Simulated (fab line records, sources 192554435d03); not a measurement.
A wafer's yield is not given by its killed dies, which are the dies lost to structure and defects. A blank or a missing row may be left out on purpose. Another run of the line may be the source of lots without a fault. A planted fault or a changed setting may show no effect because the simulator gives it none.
A struck lot beside a sound one / flow n5_finfet / 18 out of 1938 route steps
Sound: these wafers, L936.1, L936.4, L936.5. Struck: wafers L946.4, L946.6. Last of all comes the cause.
At each step with rows: each side's tool, then ch and its chambers, then its first start. Under that, the readings that differ: sound wafers / struck wafers / difference of the means / sigmas: that difference in standard deviations of wafers without a fault.
alike: readings with means less than 2 such deviations apart, plus words and numbers identical on both sides. not compared: withheld readings, readings lacking a value on some wafer, bounds such as >300 that could conceal the same value, and numbers that have no deviation in the record and whose values overlap.
The two part at a step that has a row with sigmas, a row that says differs or no value, or rows on one side only. Non-overlapping numbers with no deviation appear without sigmas and do not part them. A reading that every wafer of one side lacks parts them only if that side has two wafers or more.

N5_PASSIVATION_STRIP_14: strips in O2.
  sound on rie_diel-04 ch 2,3, day 14 07:09; struck on rie_diel-03 ch 0,1, day 17 00:57
  alike: drypump_motor_current_A, oes_product_au, rf_vpp_V, showerhead_plenum_p_Torr, throttle_valve_pct
  not compared: rf_hours_counter_h
N5_PASSIVATION_ETCH_15: etches SiCN in CF4/N2, target depth 75 nm, time 81.2 s.
  sound on rie_diel-04 ch 2,3; struck on rie_diel-03 ch 0,1
  alike: drypump_motor_current_A, oes_product_au, rf_vpp_V, showerhead_plenum_p_Torr, throttle_valve_pct
  not compared: rf_hours_counter_h
then, 3 steps without rows for these wafers: N5_PASSIVATION_STRIP_73 (strips in post etch residue remover, time 60 s); N5_PASSIVATION_SRD_17 (time 30 s, dry time 30 s); N5_PASSIVATION_DEGAS_18 (time 60 s).
N5_PASSIVATION_PRE_CLEAN_19:
  struck on pvd_sputter-03, day 17 01:21; sound on pvd_sputter-02, day 14 07:35
  alike: heater_power_w
N5_PASSIVATION_SPUTTER_20: material TaN, target thk 50 nm.
  struck on pvd_sputter-03, day 17 01:23; sound on pvd_sputter-02, day 14 07:38
  alike: substrate_temp_c, throttle_valve_pct
N5_PASSIVATION_AL_DEP_21: deposits Al, target thk 2800 nm, time 170 s.
  struck on pvd_sputter-03, day 17 01:29; sound on pvd_sputter-02, day 14 07:44
reading=substrate_temp_c (C); sound=400.10 400.20 400.30; struck=399.49 399.80; difference=-0.56; sigmas=-2
  alike: throttle_valve_pct
then, 4 steps without rows for these wafers: N5_PASSIVATION_HMDS_23 (time 60 s); N5_PASSIVATION_COAT_24; N5_PASSIVATION_EBR_26; N5_PASSIVATION_SOFTBAKE_25 (time 90 s).
N5_PASSIVATION_EXPOSE_27: exposes mask PAD, defocus 0 nm.
  sound on krf_scanner-01 ch 0, day 14 08:09; struck on krf_scanner-01 ch 0, day 17 01:49
reading=exposure_dose_mJ_cm2; sound=32.30 32.26 32.28; struck=23.69 23.70; difference=-8.59; sigmas=-99 or more
  alike: mask, reticle_temp_C
then, 3 steps without rows for these wafers: N5_PASSIVATION_PEB_28; N5_PASSIVATION_DEVELOP_29 (develop time 60 s); N5_PASSIVATION_HARDBAKE_31 (time 120 s).
N5_PASSIVATION_CD_MEAS_30: target cd 4000 nm.
  sound on cd_sem-03 ch 0, day 14 08:19; struck on cd_sem-03 ch 0, day 17 01:58
reading=cd_nm (nm); sound=4000.0 3999.6 3998.7; struck=3944.1 3944.7; difference=-55.0; sigmas=-32
N5_PASSIVATION_OVL_MEAS_63:
  sound on overlay-02 ch 0, day 14 08:21; struck on overlay-01 ch 0, day 17 02:00
  alike: PAD_OVL

## WHERE THEY PART
At N5_PASSIVATION_AL_DEP_21 first; at N5_PASSIVATION_CD_MEAS_30 last (within this record only). Later steps at which nothing parts them and some readings are alike: N5_PASSIVATION_OVL_MEAS_63.

WHY: the cause the simulator had injected
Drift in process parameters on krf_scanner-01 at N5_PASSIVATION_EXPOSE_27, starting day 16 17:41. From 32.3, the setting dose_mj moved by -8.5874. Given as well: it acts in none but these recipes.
